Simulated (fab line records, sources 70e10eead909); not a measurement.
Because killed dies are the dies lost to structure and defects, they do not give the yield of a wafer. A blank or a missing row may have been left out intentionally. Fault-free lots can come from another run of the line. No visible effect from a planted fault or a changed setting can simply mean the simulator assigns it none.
Comparing a struck lot with a sound one + flow nandHarc + 15 out of 1302 route steps
Sound: wafers L966.3, L966.4, L966.5. Struck: wafer L978.3; the same lot's L978.2 was not struck, so it is left out; see the end for the cause.
At each step with rows: each side's tool, then ch and its chambers, then its first start. Under that, the readings that differ: sound wafers + struck wafers + difference of the means + sigmas: that difference in standard deviations of wafers without a fault.
alike: a reading whose means differ by less than 2 such deviations, as well as words and numbers matching on both sides. not compared: withheld readings; readings where some wafer has no value; bounds like >300 that might hide an equal value; numbers whose values overlap and for which the record gives no deviation.
Wherever a step has rows on one side only, a row that says differs or no value, or a row with sigmas, the two part there. Non-overlapping numbers with no deviation appear without sigmas and do not part them. A reading that every wafer of one side lacks parts them only if that side has two wafers or more.

first, 1 step without rows for these wafers: NHARC_A_ONON_D1_DEP_03 (target thk 1000 nm).
NHARC_A_ONON_D1_THK_MEAS_05: measures by ellipsometry.
  sound: filmMetro-01 at day 7 23:21; struck: filmMetro-02 at day 13 21:31
  alike: thkNm
following that, 1 step holds no rows for these wafers, namely NHARC_A_ONON_D1_DEP_06 (target thickness 1000 nm).
NHARC_A_ONON_D1_THK_MEAS_08: measures by ellipsometry.
  sound: filmMetro-02 at day 7 23:55; struck: filmMetro-02 at day 13 22:05
| reading    | sound       | struck | difference | sigmas |
|------------|-------------|--------|------------|--------|
| thkNm (nm) | 991 994 991 | 1015   | +23        | +2     |
following that, 1 step holds no rows for these wafers, namely NHARC_A_ONON_D1_DEP_09 (target thickness 1000 nm).
NHARC_A_ONON_D1_THK_MEAS_11: measures by ellipsometry.
  sound: filmMetro-01 at day 8 00:29; struck: filmMetro-02 at day 13 22:39
  alike: thkNm
following that, 1 step holds no rows for these wafers, namely NHARC_A_ONON_D1_DEP_12 (target thickness 1000 nm).
NHARC_A_ONON_D1_THK_MEAS_14: measures by ellipsometry.
  sound: filmMetro-02 at day 8 01:02; struck: filmMetro-02 at day 13 23:13
  alike: thkNm
then, 2 steps without rows for these wafers: NHARC_A_ONON_D1_ANNEAL_15 (time 3600 s); NHARC_A_ONON_D1_DEP_16 (target thk 1000 nm).
NHARC_A_ONON_D1_THK_MEAS_18: measures by ellipsometry.
  sound: filmMetro-02 at day 8 08:50; struck: filmMetro-01 at day 14 09:38
  alike: thkNm
NHARC_A_ONON_D1_DEP_19: target thk 1000 nm.
  sound on pecvdOnon-03 ch 0, day 8 09:00; struck on pecvdOnon-03 ch 0, day 14 09:44
NHARC_A_ONON_D1_THK_MEAS_21: measures by ellipsometry.
  sound: filmMetro-02 at day 8 09:24; struck: filmMetro-02 at day 14 10:11
| reading    | sound       | struck | difference | sigmas |
|------------|-------------|--------|------------|--------|
| thkNm (nm) | 984 985 984 | 1162   | +178       | +18    |
then, 2 steps without rows for these wafers: NHARC_A_ONON_D1_DEP_22 (target thk 1000 nm); NHARC_END_SORT_01.

## WHERE THEY PART
Last at NHARC_A_ONON_D1_THK_MEAS_21 as far as this record goes, first at NHARC_A_ONON_D1_THK_MEAS_08.

WHY: whatever the simulator had introduced
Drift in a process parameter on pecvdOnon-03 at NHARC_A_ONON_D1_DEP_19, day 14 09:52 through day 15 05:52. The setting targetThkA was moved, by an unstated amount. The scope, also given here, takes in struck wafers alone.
